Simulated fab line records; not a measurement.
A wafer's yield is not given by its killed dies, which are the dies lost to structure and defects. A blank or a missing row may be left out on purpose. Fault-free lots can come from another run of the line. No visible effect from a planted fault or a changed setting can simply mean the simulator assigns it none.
Split-lot experiment -- flow n5 finfet -- 21 wafers read from 7 lots, route of 1938 steps

## THE SPLIT ITSELF
At N5_BEOL_M5_HM_DEP_02 (deposits TiN, target thk 20 nm), the setting target thk a was moved away from the recipe's 200 angstrom on 11 of the 21 wafers read, by -10.0% to +11.8%. For the rest of the wafers, this setting stayed at what the recipe calls for.

Reading taken at the split's own step.

## THE READING
TiN_of_BEOL_M5_HM_DEP_02.thk nm (the simulator's own value, which no gauge read), in nm, at N5_BEOL_M5_HM_DEP_02 (deposits TiN, target thk 20 nm). The file gives no usual value for it. Average 19.9 nm, standard deviation 0.092 nm, over the 10 wafers here run with the recipe.

wafer,"tool, chamber at the split","target thk a as run, angstrom",against the recipe,"TiN_of_BEOL_M5_HM_DEP_02.thk nm, nm",against lot-mates on the recipe
L077.1,"pvd sputter-02, -",200,recipe,19.8,-
L077.2,"pvd sputter-02, -",180.1,-10.0%,17.8,-2.0
L077.4,"pvd sputter-02, -",180.1,-10.0%,17.6,-2.2
L079.2,"pvd sputter-03, -",200,recipe,20,-
L079.4,"pvd sputter-03, -",200,recipe,20,-
L079.6,"pvd sputter-03, -",200,recipe,20,-
L081.2,"pvd sputter-02, -",200,recipe,20,-
L081.4,"pvd sputter-02, -",217.2,+8.6%,21.6,+1.7
L081.5,"pvd sputter-02, -",200,recipe,19.8,-
L083.2,"pvd sputter-03, -",208.7,+4.3%,20.8,+0.8
L083.5,"pvd sputter-03, -",208.7,+4.3%,20.6,+0.6
L083.6,"pvd sputter-03, -",200,recipe,20,-
L090.1,"pvd sputter-01, -",223.6,+11.8%,22.4,no lot-mate on the recipe
L090.3,"pvd sputter-01, -",223.6,+11.8%,22.8,no lot-mate on the recipe
L090.4,"pvd sputter-01, -",223.6,+11.8%,22.8,no lot-mate on the recipe
L091.2,"pvd sputter-02, -",211.6,+5.8%,21,+1.2
L091.6,"pvd sputter-02, -",211.6,+5.8%,21,+1.2
L091.4,"pvd sputter-02, -",200,recipe,19.8,-
L092.1,"pvd sputter-02, -",220.7,+10.3%,22,+2.0
L092.5,"pvd sputter-02, -",200,recipe,20,-
L092.6,"pvd sputter-02, -",200,recipe,20,-

FIT RESULTS
A straight line over all 21 wafers: TiN_of_BEOL_M5_HM_DEP_02.thk nm changes by +0.22 nm for each +1% of target thk a; r = +0.99; the points scatter about the line by 0.16 nm.
The same after taking each lot's own level away (the mean of its wafers on the recipe; 18 wafers): +0.202 nm for each +1%; r = +1.00; scatter 0.09 nm.
According to that fit, moving target thk a by its largest amount changes the reading by 2.4 nm.
Measured against the standard deviation above, the lots' own levels, which go from 19.80 to 20.00 nm, span 2.2 times it.
So the lot-to-lot level changes the slope little: the two slopes agree.
Check: with one of the wafers moved furthest among these (+10.3%) left out of the fit, the line predicts +2.07 nm for it against its lot-mates. It came out at +2 nm against them.

## OTHER SPLITS APPLIED TO THESE WAFERS
Before the reading, these wafers also passed through other splits. Each is held against what the fit with the lots' levels taken away leaves over:
other split on the same wafers,wafers away from the commonest value,r with TiN_of_BEOL_M5_HM_DEP_02.thk nm (lot level and that fit taken away)
N5_BEOL_M3_ETCH_64 time s,7,-0.17
N5_BEOL_M4_EXPOSE_08 dose mj,9,+0.23
N5_BEOL_M4_DESCUM_33 time s,5,-0.12
N5_BEOL_M4_ALD_98 ald cycles,4,+0.19

## THE FILE'S OWN FIT
TiN_of_BEOL_M5_HM_DEP_02.thk nm changes by +0.199 nm for each +1% of target thk a, r = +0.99.
